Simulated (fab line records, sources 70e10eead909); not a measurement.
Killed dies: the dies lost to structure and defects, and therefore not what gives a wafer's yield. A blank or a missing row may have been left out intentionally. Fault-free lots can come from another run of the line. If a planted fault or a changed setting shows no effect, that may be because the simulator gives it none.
fab line records | flow nand-harc | part 2 of 2: steps 25 to 30 of 30
[record] lots = 5 | wafers = 15 | last-day = 24
route steps=1159 shown A_STAIRCASE@594
lots with no fault: from the same line, run without faults
start-h: start of the lot's first displayed wafer, in hours after the record's first day | wait-h: how many hours have passed since the lot's step before this one | " the same as in the row above | L1.1+2: a single row standing in for several wafers | - no value, or no start was given | * or withheld: withheld | < > ~ a bound
route shown NAME@n: a module of which the file shows steps, and the number in the route of the first | usual: mean/standard deviation of fault-free wafers | same: alike in all rows | chamber/n: place in a boat | sites: the reading at each site | _std_site: their standard deviation | _edge_site: mean of outer sites minus mean of inner sites | radius-mm: how far each site lies from the wafer's centre | mask NAME#n: copy n | behind: the most recent tool/chamber to have shaped the wafer | hold: why the lot went on hold/how many hours it stayed there/how the hold came to an end | device: names the non-switching transistor (n, p or np) | end of line: the tests these same wafers got at the end of their route | for a step that has no rows: nothing shown but its recipe | killed: at the first sort, the dies lost to defects and structure; wafer yield is something else | map: dies across one wafer; x = killed, . = not, _ = none there
set.NAME: the run value of the setting; set.NAME@STEP: its run value at that earlier step | model.NAME: the simulator's own value behind a step, which no gauge read
lots at some steps of the route; a table a step, a row a wafer
services: from which hour (start-h, from the record's first day; less than 0 if before it) a tool's chamber was out of use, for how many hours, and why
[[steps]]
[step NHARC_A_STAIRCASE_TRIM_226]
[recipe] time-s = 211.2 | o2-flow-sccm = 500 | ar-flow-sccm = 0 | bias-w = 0 | chemistry = O2
[usual] drypump-motor-current-A = 5.7/0.34 | oes-product-au = 1.002/0.011 | rf-vpp-V = 57.8/0.84 | showerhead-plenum-p-Torr = 3.52/0.18 | throttle-valve-pct = 17.036/0.0091
lot.wafer | tool        | chamber | start-h | wait-h | drypump-motor-current-A | oes-product-au | rf-hours-counter-h | rf-vpp-V | showerhead-plenum-p-Torr | throttle-valve-pct
L074.3    | rie-diel-03 | 2       | -       | -      | 5.3                     | 0.997          | 7                  | 58.2     | 3.80                     | 17.046
L074.2    | "           | 3       | "       | "      | 6.2                     | 1.008          | 6                  | 57.4     | 3.33                     | 17.027
L074.4    | "           | 0       | "       | "      | 5.2                     | 1.016          | 6                  | 57.2     | 3.41                     | 17.034
L079.2    | rie-diel-02 | 2       | -       | -      | 5.9                     | 0.995          | 42                 | 59.0     | 3.78                     | 17.040
L079.1    | "           | 0       | "       | "      | 5.8                     | 1.016          | 43                 | 58.2     | 3.54                     | 17.030
L079.3    | "           | 1       | "       | "      | 5.6                     | 0.985          | 45                 | 56.8     | 3.55                     | 17.054
L080.1    | rie-diel-09 | 1       | -       | -      | 5.2                     | 0.989          | 5                  | 58.3     | 3.69                     | 17.036
L080.3    | "           | 2       | "       | "      | 5.6                     | 1.006          | 7                  | 57.0     | 3.57                     | 17.029
L080.4    | "           | 0       | "       | "      | 5.6                     | 1.009          | 6                  | 58.1     | 3.36                     | 17.058
L086.4    | rie-diel-03 | 2       | -       | -      | 5.3                     | 1.001          | 36                 | 58.4     | 3.79                     | 17.032
L086.5    | "           | 0       | "       | "      | 5.2                     | 1.019          | -                  | 56.9     | 3.40                     | 17.031
L086.6    | "           | 1       | "       | "      | 5.7                     | 1.008          | -                  | 57.6     | 3.29                     | 17.034
L096.4    | rie-diel-03 | 1       | -       | -      | 5.7                     | 0.998          | 56                 | 57.2     | 3.27                     | 17.043
L096.3    | "           | 2       | "       | "      | 5.3                     | 0.987          | 57                 | 58.2     | 3.78                     | 17.045
L096.6    | "           | 1       | "       | "      | 5.7                     | 1.007          | -                  | 56.7     | 3.27                     | 17.044
[step NHARC_A_STAIRCASE_ETCH_227]
[recipe] target-depth-a = 1000 | time-s = 40.5 | ion-energy-ev = 400 | c4f8-flow-sccm = 20 | o2-flow-sccm = 10 | ar-flow-sccm = withheld | rf-w = 600 | bias-w = 1000 | chemistry = C4F8/O2
[usual] oes-product-au = 0.944/0.013 | rf-vpp-V = 895/6.9
lot.wafer | tool        | chamber | start-h | wait-h | oes-product-au | rf-hours-counter-h | rf-vpp-V
L074.2    | rie-diel-03 | 3       | -       | -      | 0.943          | 7                  | 887
L074.3    | "           | 0       | "       | "      | 0.943          | 6                  | 890
L074.4    | "           | 1       | "       | "      | 0.932          | 7                  | 888
L079.2    | rie-diel-02 | 3       | -       | -      | 0.934          | 42                 | 889
L079.3    | "           | 0       | "       | "      | 0.945          | 43                 | 896
L079.1    | "           | 1       | "       | "      | 0.917          | 45                 | 897
L080.4    | rie-diel-09 | 1       | -       | -      | 0.925          | 5                  | 902
L080.1    | "           | 2       | "       | "      | 0.960          | 7                  | 897
L080.3    | "           | 3       | "       | "      | 0.952          | 7                  | 905
L086.4    | rie-diel-03 | 1       | -       | -      | 0.943          | 35                 | 886
L086.6    | "           | 3       | "       | "      | 0.957          | -                  | 888
L086.5    | "           | 0       | "       | "      | 0.955          | -                  | 891
L096.3    | rie-diel-03 | 1       | -       | -      | 0.927          | 56                 | 887
L096.4    | "           | 0       | "       | "      | 0.949          | 57                 | 889
L096.6    | "           | 1       | "       | "      | 0.934          | -                  | 887
[step NHARC_A_STAIRCASE_TRIM_229]
[recipe] time-s = 211.2 | o2-flow-sccm = 500 | ar-flow-sccm = 0 | bias-w = 0 | chemistry = O2
[usual] drypump-motor-current-A = 5.7/0.36 | oes-product-au = 1.002/0.01 | rf-vpp-V = 57.7/0.9 | showerhead-plenum-p-Torr = 3.51/0.2 | throttle-valve-pct = 17.037/0.0095
lot.wafer | tool        | chamber | start-h | wait-h | drypump-motor-current-A | oes-product-au | rf-hours-counter-h | rf-vpp-V | showerhead-plenum-p-Torr | throttle-valve-pct
L074.2    | rie-diel-02 | 1       | 242.27  | 0.1    | 5.6                     | 0.978          | 34                 | 58.1     | 3.56                     | 17.038
L074.3    | "           | 2       | "       | "      | 5.9                     | 0.993          | 33                 | 57.6     | 3.79                     | 17.034
L074.4    | "           | 0       | "       | "      | 5.8                     | 1.006          | 32                 | 58.4     | 3.54                     | 17.030
L079.1    | rie-diel-09 | 0       | 270.76  | 0.1    | 5.6                     | 1.009          | 3                  | 56.7     | 3.36                     | 17.035
L079.2    | "           | 1       | "       | "      | 5.2                     | 0.970          | 3                  | 58.9     | 3.69                     | 17.022
L079.3    | "           | 2       | "       | "      | 5.6                     | 1.006          | 4                  | 57.2     | 3.57                     | 17.029
L080.1    | rie-diel-09 | 0       | 276.37  | 0.1    | 5.6                     | 1.012          | 6                  | 56.7     | 3.36                     | 17.037
L080.3    | "           | 1       | "       | "      | 5.2                     | 0.983          | 5                  | 57.7     | 3.69                     | 17.018
L080.4    | "           | 2       | "       | "      | 5.6                     | 1.016          | 7                  | 59.1     | 3.57                     | 17.032
L086.4    | rie-diel-03 | 2       | 321.52  | 0.1    | 5.3                     | 1.003          | 36                 | 58.1     | 3.79                     | 17.037
L086.5    | "           | 1       | "       | "      | 5.7                     | 1.012          | -                  | 57.8     | 3.29                     | 17.022
L086.6    | "           | 2       | "       | "      | 5.3                     | 0.994          | -                  | 58.5     | 3.79                     | 17.031
L096.3    | rie-diel-02 | 3       | 378.09  | 0.1    | 5.6                     | 0.995          | 13                 | 57.0     | 3.33                     | 17.026
L096.6    | "           | 3       | "       | "      | 5.6                     | 0.996          | -                  | 57.8     | 3.33                     | 17.020
L096.4    | "           | 0       | "       | "      | 5.8                     | 1.014          | -                  | 56.8     | 3.52                     | 17.034
[step NHARC_A_STAIRCASE_ETCH_230]
[recipe] target-depth-a = 1000 | time-s = 40.5 | ion-energy-ev = 400 | c4f8-flow-sccm = 20 | o2-flow-sccm = 10 | ar-flow-sccm = withheld | rf-w = 600 | bias-w = 1000 | chemistry = C4F8/O2
[usual] oes-product-au = 0.951/0.018 | rf-vpp-V = 894/7
lot.wafer | tool        | chamber | start-h | wait-h | oes-product-au | rf-hours-counter-h | rf-vpp-V
L074.3    | rie-diel-02 | 3       | -       | -      | 0.971          | 32                 | 888
L074.4    | "           | 1       | "       | "      | 0.941          | 34                 | 899
L074.2    | "           | 2       | "       | "      | 0.961          | 33                 | 905
L079.3    | rie-diel-09 | 1       | -       | -      | 0.920          | 4                  | 902
L079.1    | "           | 2       | "       | "      | 0.955          | 5                  | 897
L079.2    | "           | 3       | "       | "      | 0.930          | 6                  | 904
L080.1    | rie-diel-09 | 1       | -       | -      | 0.934          | 5                  | 901
L080.3    | "           | 3       | "       | "      | 0.944          | 7                  | 905
L080.4    | "           | 0       | "       | "      | 0.944          | 6                  | 890
L086.4    | rie-diel-03 | 3       | -       | -      | 0.957          | 36                 | 888
L086.6    | "           | 0       | "       | "      | 0.971          | -                  | 892
L086.5    | "           | 1       | "       | "      | 0.949          | -                  | 886
L096.3    | rie-diel-02 | 3       | -       | -      | 0.957          | 13                 | 889
L096.4    | "           | 3       | "       | "      | 0.958          | -                  | 888
L096.6    | "           | 0       | "       | "      | 0.973          | -                  | 896
[step NHARC_A_STAIRCASE_TRIM_231]
[recipe] time-s = 211.2 | o2-flow-sccm = 500 | ar-flow-sccm = 0 | bias-w = 0 | chemistry = O2
[usual] drypump-motor-current-A = 5.7/0.36 | oes-product-au = 1.003/0.01 | rf-vpp-V = 57.6/0.9 | showerhead-plenum-p-Torr = 3.49/0.19 | throttle-valve-pct = 17.035/0.0088
lot.wafer | tool        | chamber | start-h | wait-h | drypump-motor-current-A | oes-product-au | rf-hours-counter-h | rf-vpp-V | showerhead-plenum-p-Torr | throttle-valve-pct
L074.2    | rie-diel-02 | 0       | -       | -      | 5.8                     | 1.012          | 33                 | 58.1     | 3.54                     | 17.026
L074.3    | "           | 1       | "       | "      | 5.6                     | 0.973          | 34                 | 57.7     | 3.56                     | 17.030
L074.4    | "           | 3       | "       | "      | 5.6                     | 1.001          | 32                 | 59.4     | 3.35                     | 17.045
L079.3    | rie-diel-09 | 3       | -       | -      | 6.2                     | 1.003          | 6                  | 58.8     | 3.77                     | 17.042
L079.2    | "           | 0       | "       | "      | 5.5                     | 1.016          | 4                  | 58.6     | 3.36                     | 17.035
L079.1    | "           | 2       | "       | "      | 5.6                     | 1.007          | 5                  | 57.6     | 3.57                     | 17.020
L080.1    | rie-diel-09 | 3       | -       | -      | 6.2                     | 1.014          | 7                  | 57.9     | 3.77                     | 17.038
L080.3    | "           | 0       | "       | "      | 5.5                     | 1.013          | 6                  | 57.7     | 3.36                     | 17.055
L080.4    | "           | 1       | "       | "      | 5.2                     | 0.977          | 6                  | 58.7     | 3.69                     | 17.041
L086.4    | rie-diel-03 | 2       | -       | -      | 5.3                     | 0.998          | 36                 | 58.9     | 3.79                     | 17.028
L086.5    | "           | 0       | "       | "      | 5.3                     | 1.010          | -                  | 57.4     | 3.40                     | 17.031
L086.6    | "           | 1       | "       | "      | 5.7                     | 1.007          | -                  | 57.5     | 3.29                     | 17.040
L096.3    | rie-diel-02 | 0       | -       | -      | 5.8                     | 1.008          | 14                 | 56.4     | 3.52                     | 17.037
L096.4    | "           | 3       | "       | "      | 5.6                     | 1.006          | -                  | 57.1     | 3.33                     | 17.033
L096.6    | "           | 0       | "       | "      | 5.8                     | 1.011          | -                  | 55.6     | 3.52                     | 17.029
[step NHARC_A_STAIRCASE_ETCH_232]
[recipe] target-depth-a = 1000 | time-s = 40.5 | ion-energy-ev = 400 | c4f8-flow-sccm = 20 | o2-flow-sccm = 10 | ar-flow-sccm = withheld | rf-w = 600 | bias-w = 1000 | chemistry = C4F8/O2
[usual] oes-product-au = 0.946/0.013 | rf-vpp-V = 895/7
lot.wafer | tool        | chamber | start-h | wait-h | oes-product-au | rf-hours-counter-h | rf-vpp-V
L074.2    | rie-diel-02 | 0       | -       | -      | 0.957          | 33                 | 897
L074.3    | "           | 1       | "       | "      | 0.929          | 34                 | 896
L074.4    | "           | 3       | "       | "      | 0.967          | 32                 | 891
L079.3    | rie-diel-09 | 2       | -       | -      | 0.939          | 5                  | 898
L079.2    | "           | 3       | "       | "      | 0.920          | 6                  | 905
L079.1    | "           | 0       | "       | "      | 0.932          | 5                  | 890
L080.1    | rie-diel-09 | 0       | -       | -      | 0.947          | 6                  | 891
L080.3    | "           | 1       | "       | "      | 0.924          | 6                  | 902
L080.4    | "           | 2       | "       | "      | 0.972          | 7                  | 897
L086.4    | rie-diel-03 | 0       | -       | -      | 0.929          | 36                 | 890
L086.5    | "           | 2       | "       | "      | 0.922          | -                  | 905
L086.6    | "           | 3       | "       | "      | 0.923          | -                  | 887
L096.3    | rie-diel-02 | 2       | -       | -      | 0.943          | 14                 | 904
L096.4    | "           | 3       | "       | "      | 0.944          | -                  | 889
L096.6    | "           | 0       | "       | "      | 0.964          | -                  | 896
[[services]]
tool            | chamber | start-h | hours | kind
rie-diel-03     | -       | 215.34  | 9.0   | pm
rie-diel-03     | 0       | 215.34  | 9.0   | vent-cycle
rie-diel-03     | 1       | 215.34  | 9.0   | vent-cycle
rie-diel-03     | 2       | 215.34  | 9.0   | vent-cycle
rie-diel-03     | 3       | 215.34  | 9.0   | vent-cycle
rie-diel-03     | 0       | 224.34  | -     | clean
rie-diel-03     | 1       | 224.34  | -     | clean
rie-diel-03     | 1       | 224.34  | -     | consumable-replace:focus-ring
litho-track-05  | -       | 237.00  | 7.0   | pm
rie-diel-09     | -       | 254.25  | 9.0   | pm
krf-scanner-03  | -       | 255.70  | 7.7   | repair
rie-diel-02     | 2       | 255.85  | 4.5   | repair
plasma-asher-01 | -       | 276.26  | 9.0   | pm
krf-scanner-03  | -       | 283.73  | 0.7   | repair
rie-diel-02     | 0       | 311.50  | 2.3   | repair
rie-diel-02     | -       | 328.17  | 9.0   | pm
wet-bench-04    | -       | 339.25  | 8.0   | pm
litho-track-02  | -       | 340.01  | 7.0   | pm
krf-scanner-03  | -       | 343.87  | 4.0   | pm
wet-bench-02    | -       | 356.00  | 8.0   | pm
plasma-asher-01 | -       | 356.87  | 1.1   | repair
plasma-asher-02 | -       | 360.34  | 9.0   | pm
krf-scanner-02  | -       | 366.84  | 6.9   | repair
rie-diel-02     | 1       | 377.35  | 2.2   | repair
